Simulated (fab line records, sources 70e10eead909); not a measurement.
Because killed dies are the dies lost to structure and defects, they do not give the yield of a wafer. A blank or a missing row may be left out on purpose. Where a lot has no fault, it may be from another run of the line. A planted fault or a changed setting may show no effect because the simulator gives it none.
Comparing a struck lot with a sound one    flow nandHarc    18 steps out of a route of 1302
Sound: the wafers L167.1, L167.4, L167.5. The struck wafers were L175.4, L175.5, L175.6. The cause comes at the end.
For every step that has rows: the tool of each side, followed by ch and its chambers, followed by its first start. Under that, the readings that differ: sound wafers    struck wafers    difference of the means    sigmas: that difference in standard deviations of wafers without a fault.
alike: readings whose means differ by less than 2 such deviations, and words and numbers that are the same on both sides. not compared: withheld readings, readings that some wafer has no value for, bounds like >300 that may hide the same value, and numbers for which the record gives no deviation and whose values overlap.
The two part at a step that has a row with sigmas, a row that says differs or no value, or rows on one side only. Numbers that don't overlap but have no deviation are shown without sigmas and don't part them. A reading missing from all wafers of one side parts the sides only when that side holds two or more wafers.

NHARC_P_GATE_CD_MEAS_59 targets a cd of 720 nm.
  sound on cdSem-03 ch 0, day 6 02:44; struck on cdSem-03 ch 0, day 9 12:06
  alike: cdNm
then, 1 step without rows for these wafers: NHARC_P_GATE_HARDBAKE_60 (time 80 s).
NHARC_P_GATE_DESCUM_61: chemistry O2, time 3 s.
  sound on rieDiel-12 ch 0,3, day 6 02:55; struck on rieDiel-11 ch 1,2, day 9 12:16
  alike: drypumpMotorCurrentA, oesProductAu, rfVppV, showerheadPlenumPTorr, throttleValvePct
  not compared: rfHoursCounterH
after that, 1 step had no rows for these wafers: NHARC_P_GATE_IMPLANT_62.
NHARC_P_GATE_STRIP_112: strips in N2/H2, time 200 s.
  sound on plasmaAsher-02 ch 0,1, day 6 03:23; struck on plasmaAsher-02 ch 0,1, day 9 12:46
  alike: drypumpMotorCurrentA, heaterPowerW
  not compared: rfHoursCounterH
NHARC_P_GATE_STRIP_76: strips in O2.
  sound on plasmaAsher-02 ch 0,1, day 6 03:39; struck on plasmaAsher-02 ch 0,1, day 9 12:55
  alike: drypumpMotorCurrentA, heaterPowerW
  not compared: rfHoursCounterH
then, 6 steps without rows for these wafers: NHARC_P_GATE_STRIP_63 (strips in SPM, time 900 s); NHARC_P_GATE_DEHYDRATE_83 (time 120 s); NHARC_P_GATE_HMDS_84 (time 30 s); NHARC_P_GATE_COAT_85; NHARC_P_GATE_SOFTBAKE_86 (time 95 s); NHARC_P_GATE_EBR_87.
NHARC_P_GATE_EXPOSE_88: exposes mask P HVN, target cd 2000 nm.
  sound on krfScanner-02 ch 0, day 6 04:20; struck on krfScanner-02 ch 0, day 9 13:40
reading  sound                    struck                   difference  sigmas
mask     P_HVN#0 P_HVN#0 P_HVN#0  P_PSD#0 P_PSD#0 P_PSD#0  differs     
then, 2 steps without rows for these wafers: NHARC_P_GATE_PEB_89 (peb time 85 s); NHARC_P_GATE_DEVELOP_90 (time 70 s).
NHARC_P_GATE_CD_MEAS_91 targets a cd of 2000 nm.
  sound on cdSem-01 ch 0, day 6 04:31; struck on cdSem-01 ch 0, day 9 13:49
reading    sound                 struck  difference                     sigmas
cdNm (nm)  2002.6 1999.2 1998.5  - - -   no value on the struck wafers  
then, 1 step without rows for these wafers: NHARC_P_GATE_HARDBAKE_92 (time 80 s).
-- break in the record here, with 19 days between the starts of the struck wafers on either side (left off in module P_GATE, picked up again in module END, where the first step shown is number 1302 on the route) --
NHARC_END_SORT_01:
  sound on prober-01 ch 0, day 24 19:12; struck on prober-01 ch 0, day 28 13:10
reading            sound     struck                                                             difference                    sigmas
hold               - - -     awaitDispo/3.9h/scrap awaitDispo/3.9h/scrap awaitDispo/3.9h/scrap  no value on the sound wafers  
killedAtPeriphery  4 4 6     588 607 596                                                        +592                          +99 or more
killedDies         81 62 80  677 677 677                                                        +603                          +35
  alike: killedAtArray, killedAtOther, killedOpen, killedShort

## WHERE THEY PART
First at NHARC_P_GATE_EXPOSE_88; last, within this record, at NHARC_END_SORT_01.

WHY: what had been put in by the simulator
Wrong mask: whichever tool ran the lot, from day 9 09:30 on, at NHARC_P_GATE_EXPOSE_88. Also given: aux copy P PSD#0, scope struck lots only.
